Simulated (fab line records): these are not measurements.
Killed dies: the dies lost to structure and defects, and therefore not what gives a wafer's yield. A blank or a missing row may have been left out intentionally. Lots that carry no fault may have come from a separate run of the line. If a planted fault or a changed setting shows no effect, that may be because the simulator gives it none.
Split-lot trial | flow n5Finfet | 21 wafers read across 7 lots, on a route 1938 steps long

ABOUT THE SPLIT
At N5_BEOL_M6_PECVD_70 (deposits SiO2 from TEOS/O2, target thk 20 nm, time 22.7 s), the setting tempC was moved away from the recipe's 400 C on 7 of the 21 wafers read, by -3.4% to +3.2%. This setting was run at the recipe's value on the other wafers.

FROM THE SPLIT TO THE READING: what the file shows between them, 3 steps
- N5_BEOL_M6_HM_DEP_02: deposits TiN, target thk 20 nm
- N5_BEOL_M6_COAT_59: time 60 s, resist thk 100 nm
- N5_BEOL_M6_STRIP_80: strips in N2/H2, time 10 s

THE READING
SiO2_of_BEOL_M6_PECVD_70.thkNm (the simulator's own value, which no gauge read), in nm, at N5_BEOL_M6_HM_STRIP_39 (strips TiN in peroxide tin strip, target depth 25 nm, time 158 s). The file does not state a usual value for it. The 14 wafers here that ran the recipe average 19.9 nm, standard deviation 0.41 nm.

wafer  | tool, chamber at the split | tempC as run, C | against the recipe | SiO2_of_BEOL_M6_PECVD_70.thkNm, nm | against lot-mates on the recipe
L074.1 | pecvd-03, 1                | 386.2           | -3.4%              | 21                                 | +1.8
L074.2 | pecvd-03, 2                | 400             | recipe             | 19.2                               | -
L074.5 | pecvd-03, 2                | 386.2           | -3.4%              | 21.4                               | +2.2
L075.1 | pecvd-04, 0                | 400             | recipe             | 19.6                               | -
L075.2 | pecvd-04, 2                | 412.7           | +3.2%              | 17.8                               | -1.8
L075.6 | pecvd-04, 0                | 412.7           | +3.2%              | 18.6                               | -1.0
L079.4 | pecvd-03, 0,2              | 400             | recipe             | 19.6                               | -
L079.5 | pecvd-03, 0,2              | 400             | recipe             | 19.6                               | -
L079.6 | pecvd-03, 1                | 400             | recipe             | 20                                 | -
L080.1 | pecvd-04, 2                | 394.2           | -1.5%              | 20.4                               | +0.2
L080.4 | pecvd-04, 0                | 400             | recipe             | 20.2                               | -
L080.5 | pecvd-04, 2                | 394.2           | -1.5%              | 20.8                               | +0.6
L085.1 | pecvd-01, 2                | 400             | recipe             | 19.4                               | -
L085.3 | pecvd-01, 0,2              | 400             | recipe             | 19.8                               | -
L085.6 | pecvd-01, 0,2              | 400             | recipe             | 19.8                               | -
L087.1 | pecvd-04, 2                | 400             | recipe             | 20                                 | -
L087.3 | pecvd-04, 0                | 400             | recipe             | 20.4                               | -
L087.5 | pecvd-04, 0                | 400             | recipe             | 20.8                               | -
L096.1 | pecvd-04, 1                | 409.6           | +2.4%              | 17.2                               | -2.9
L096.3 | pecvd-04, 0                | 400             | recipe             | 20                                 | -
L096.4 | pecvd-04, 0                | 400             | recipe             | 20.2                               | -
When a row names more than one chamber, that row covers several wafers, and the file does not tell which wafer ran in which chamber.

FIT RESULTS
A straight line over all 21 wafers: SiO2_of_BEOL_M6_PECVD_70.thkNm changes by -0.527 nm for each +1% of tempC; r = -0.86; the points scatter about the line by 0.52 nm.
The same after taking each lot's own level away (the mean of its wafers on the recipe; 21 wafers): -0.573 nm for each +1%; r = -0.90; scatter 0.46 nm.
The reading moves by 2 nm for the largest change in tempC, on that fit.
Measured against the standard deviation above, the lots' own levels, which go from 19.20 to 20.40 nm, span 3.0 times it.
Hence the lot-to-lot level has little effect on the slope; both slopes agree.
Check: with one of the wafers moved furthest among these (-3.4%) left out of the fit, the line predicts +1.94 nm for it against its lot-mates. It came out at +1.8 nm against them.

THESE WAFERS: OTHER SPLITS
Other splits were also applied to these wafers ahead of the reading. Each is held against what the fit with the lots' levels taken away leaves over:
other split on the same wafers | wafers away from the commonest value | r with SiO2_of_BEOL_M6_PECVD_70.thkNm (lot level and that fit taken away)
N5_BEOL_M5_ETCH_68 biasW       | 9                                    | +0.14
N5_BEOL_M6_ILD_DEP_00 timeS    | 5                                    | -0.13

THE WHOLE CHAIN: every reading that the file lists as answering this split, in the file's order
step                   | what it does                                                     | reading                                                                         | change (the file's fit)               | r (the file's)
N5_BEOL_M6_PECVD_70    | deposits SiO2 from TEOS/O2, target thk 20 nm, time 22.7 s        | SiO2_of_BEOL_M6_PECVD_70.thkNm (the simulator's own value, which no gauge read) | -0.654 nm for each +1% of the setting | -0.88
N5_BEOL_M6_HM_STRIP_39 | strips TiN in peroxide tin strip, target depth 25 nm, time 158 s | SiO2_of_BEOL_M6_PECVD_70.thkNm (the simulator's own value, which no gauge read) | -0.633 nm for each +1% of the setting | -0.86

FILE'S OWN FIT
SiO2_of_BEOL_M6_PECVD_70.thkNm changes by -0.633 nm for each +1% of tempC, r = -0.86.
